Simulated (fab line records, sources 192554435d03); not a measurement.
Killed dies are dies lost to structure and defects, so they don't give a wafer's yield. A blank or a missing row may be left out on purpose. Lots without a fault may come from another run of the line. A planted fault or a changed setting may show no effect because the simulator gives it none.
Which tool did it? | flow n5_finfet | 9 lots, 26 wafers sampled, at 6 steps of a route of 1938

WHAT THE GAUGES READ, wafer by wafer
N5_BEOL_M1_OVL_MEAS_12.
lot  | measured     | on         | M1_OVL (nm)
L730 | day 6 00:50  | overlay-02 | 0.0 -0.4 0.0
L734 | day 7 05:30  | overlay-01 | 0.6 0.7 -0.4
L736 | day 7 14:08  | overlay-02 | -0.6 -0.6 -0.1
L741 | day 9 01:48  | overlay-02 | 0.3 0.1
L743 | day 9 11:48  | overlay-01 | -0.2 0.2 1.0
L744 | day 9 16:11  | overlay-02 | 11.9 11.8 12.8
L748 | day 10 11:30 | overlay-01 | 13.0 12.3 13.2
L750 | day 11 03:43 | overlay-01 | -0.2 0.4 0.3
L752 | day 11 11:38 | overlay-01 | 1.1 1.3 1.0

N5_BEOL_M4_RC_MEAS_101.
lot  | measured     | on        | DIBL_N (mV/V)  | DIBL_P (mV/V)  | IOFF_N (nA/um) | IOFF_P (nA/um) | ION_N (uA/um) | ION_P (uA/um) | SS_N (mV/dec)  | SS_P (mV/dec)  | VT_N (mV)   | VT_P (mV)
L730 | day 7 21:47  | prober-01 | 38.3 39.7 36.7 | 40.6 42.2 38.1 | 0.22 0.25 0.18 | 0.29 0.33 0.24 | 691 681 675   | 471 473 467   | 71.8 73.0 72.2 | 74.1 74.5 73.4 | 247 243 250 | -247 -244 -248
L734 | day 9 02:05  | prober-01 | 38.5 35.9 35.7 | 38.0 34.2 33.9 | 0.19 0.13 0.14 | 0.23 0.18 0.17 | 677 656 658   | 456 452 446   | 72.2 71.5 71.7 | 73.7 72.1 72.0 | 247 252 253 | -252 -255 -257
L736 | day 9 13:07  | prober-02 | 36.4 37.5 35.8 | 38.5 39.4 37.3 | 0.17 0.19 0.16 | 0.25 0.26 0.23 | 664 675 666   | 460 465 461   | 72.0 71.8 71.3 | 73.9 73.2 73.3 | 248 248 248 | -251 -251 -249
L741 | day 11 02:36 | prober-01 | 38.1 36.4      | 37.6 37.6      | 0.16 0.15      | 0.21 0.22      | 661 681       | 458 473       | 71.7 71.1      | 73.0 73.7      | 249 250     | -251 -247
L743 | day 11 14:33 | prober-01 | 38.1 38.3 38.3 | 38.6 38.1 37.8 | 0.20 0.19 0.18 | 0.26 0.25 0.24 | 680 689 686   | 467 469 465   | 71.4 71.6 72.5 | 74.6 73.7 73.2 | 246 245 245 | -248 -248 -248
L744 | day 11 14:55 | prober-02 | 38.1 38.0 36.9 | 37.7 36.8 36.9 | 0.17 0.17 0.17 | 0.26 0.22 0.24 | 676 674 699   | 469 462 477   | 71.7 71.7 71.6 | 73.6 73.1 73.4 | 250 248 249 | -247 -252 -249
L748 | day 12 07:57 | prober-01 | 36.9 36.1 35.7 | 35.1 35.2 34.5 | 0.13 0.13 0.13 | 0.20 0.20 0.19 | 654 661 661   | 456 458 453   | 71.3 71.1 71.7 | 73.8 73.1 73.3 | 256 254 252 | -252 -251 -251
L750 | day 13 16:40 | prober-02 | 37.1 34.8 32.6 | 37.2 35.2 31.7 | 0.18 0.14 0.10 | 0.22 0.18 0.15 | 677 677 650   | 461 458 449   | 71.6 70.7 69.9 | 74.7 72.4 72.3 | 246 252 257 | -251 -254 -259
L752 | day 13 19:45 | prober-02 | 38.6 39.3 37.7 | 39.3 39.4 38.0 | 0.18 0.18 0.14 | 0.24 0.23 0.21 | 673 669 661   | 459 459 453   | 71.7 72.6 72.0 | 73.9 74.4 73.8 | 252 251 255 | -252 -253 -255

WHICH TOOL RAN EACH LOT (tool, then ch and the chambers of the sampled wafers, then the start)
lot  | N5_BEOL_M0_SURFACE_TREAT_137 | N5_BEOL_M0_ANNEAL_135        | N5_BEOL_M1_EXPOSE_08              | N5_BEOL_M1_ETCH_63
L730 | pvd_sputter-01, day 5 20:39  | pvd_sputter-02, day 5 22:57  | euv_scanner-02 ch 0, day 6 00:41  | rie_diel-04 ch 0,1,2, day 6 00:59
L734 | pvd_sputter-03, day 7 00:58  | pvd_sputter-02, day 7 01:29  | euv_scanner-02 ch 0, day 7 05:21  | rie_diel-05 ch 0,1,3, day 7 05:39
L736 | pvd_sputter-03, day 7 09:26  | pvd_sputter-01, day 7 10:01  | euv_scanner-01 ch 0, day 7 13:58  | rie_diel-05 ch 1,2, day 7 14:15
L741 | pvd_sputter-01, day 8 22:06  | pvd_sputter-01, day 8 22:37  | euv_scanner-01 ch 0, day 9 01:38  | rie_diel-05 ch 1,2, day 9 01:56
L743 | pvd_sputter-01, day 9 03:58  | pvd_sputter-01, day 9 06:14  | euv_scanner-02 ch 0, day 9 11:38  | rie_diel-05 ch 0,2, day 9 12:33
L744 | pvd_sputter-02, day 9 12:34  | pvd_sputter-01, day 9 13:04  | euv_scanner-01 ch 0, day 9 16:02  | rie_diel-03 ch 0,1, day 9 16:25
L748 | pvd_sputter-01, day 10 08:24 | pvd_sputter-01, day 10 09:01 | euv_scanner-01 ch 0, day 10 11:20 | rie_diel-03 ch 0,2, day 10 11:49
L750 | pvd_sputter-03, day 11 00:53 | pvd_sputter-03, day 11 01:29 | euv_scanner-02 ch 0, day 11 03:33 | rie_diel-04 ch 2,3, day 11 03:50
L752 | pvd_sputter-01, day 11 09:01 | pvd_sputter-03, day 11 09:44 | euv_scanner-02 ch 0, day 11 11:29 | rie_diel-04 ch 0,2,3, day 11 11:56
- N5_BEOL_M0_SURFACE_TREAT_137
- N5_BEOL_M0_ANNEAL_135: time 60 s.
- N5_BEOL_M1_EXPOSE_08: exposes mask M1.
- N5_BEOL_M1_ETCH_63: etches SiARC in CF4, target depth 15.6 nm, time 26 s.

WHAT THE TOOLS THEMSELVES READ (means of the sampled wafers that have a number; where no wafer has one, the mark that the record gives instead)
N5_BEOL_M0_ANNEAL_135.
lot  | tool           | heater_power_w (W)
L730 | pvd_sputter-02 | 821
L734 | pvd_sputter-02 | 804
L736 | pvd_sputter-01 | 866
L741 | pvd_sputter-01 | 858
L743 | pvd_sputter-01 | 864
L744 | pvd_sputter-01 | 853
L748 | pvd_sputter-01 | 865
L750 | pvd_sputter-03 | 747
L752 | pvd_sputter-03 | 709

N5_BEOL_M1_ETCH_63.
lot  | tool        | bias_w (W) | drypump_motor_current_A (A) | etch_rf_on_time_s (s) | mfc_ar_sccm (sccm) | oes_product_au (a.u.) | rf_vpp_V (V) | showerhead_plenum_p_Torr (Torr) | throttle_valve_pct (%)
L730 | rie_diel-04 | 35.92      | 5.4                         | 25.3                  | 100.0              | 0.67                  | 184.0        | 2.08                            | 15.63
L734 | rie_diel-05 | 35.92      | 5.6                         | 26.0                  | 99.8               | 0.72                  | 183.6        | 2.10                            | 15.36
L736 | rie_diel-05 | 36.04      | 5.6                         | 26.1                  | 99.8               | 0.64                  | 184.1        | 2.08                            | 15.49
L741 | rie_diel-05 | 35.94      | 5.7                         | 26.2                  | 99.7               | 0.64                  | 183.8        | 2.09                            | 15.57
L743 | rie_diel-05 | 35.98      | 5.9                         | 26.0                  | 100.0              | 0.72                  | 183.8        | 2.11                            | 15.34
L744 | rie_diel-03 | 36.01      | 5.2                         | 25.6                  | 100.1              | 0.74                  | 184.7        | 2.20                            | 15.63
L748 | rie_diel-03 | 35.89      | 5.9                         | 26.9                  | 99.7               | 0.59                  | 183.8        | 2.09                            | 15.79
L750 | rie_diel-04 | 35.97      | 5.3                         | 25.8                  | 99.8               | 0.69                  | 183.6        | 2.20                            | 15.31
L752 | rie_diel-04 | 36.00      | 5.6                         | 25.7                  | 100.0              | 0.69                  | 184.2        | 2.13                            | 15.50

THE ANSWER, worked out from the rows above alone
Rule: what is usual is taken from the lots themselves. Put in order of their means at a reading, lots are off if they are a third of the lots or fewer, leave a main group of 4 or more, and stand apart from it by a gap of 3 or more times the standard deviation of the main group's means; of several such gaps the widest counts. A main group whose means are all the same, to the digits that the tables above print for the reading, isn't used. A lot without any number at a reading at which 4 lots or more have one is off too. The other lots that the step has rows for count as sound. The gauges are gone through in route order, then the tools' own readings, and for those a lot's mean is taken as printed above. The first step at which some lot is off is used, and at that step the reading that is off furthest; a lot without a number counts as furthest.
Off: L744, L748, at N5_BEOL_M1_OVL_MEAS_12 (M1_OVL). The main group: mean 0.2 nm, standard deviation 0.45.
A tool fits if, at a process step before that reading, it ran every lot that is off, and no sound lot after the first of them. The gauges at N5_BEOL_M1_OVL_MEAS_12 are tried like those tools. Can't be told from this: 2 tools fit, pvd_sputter-01 at N5_BEOL_M0_ANNEAL_135, euv_scanner-01 at N5_BEOL_M1_EXPOSE_08.

WHAT THE SIMULATOR HAD PUT IN
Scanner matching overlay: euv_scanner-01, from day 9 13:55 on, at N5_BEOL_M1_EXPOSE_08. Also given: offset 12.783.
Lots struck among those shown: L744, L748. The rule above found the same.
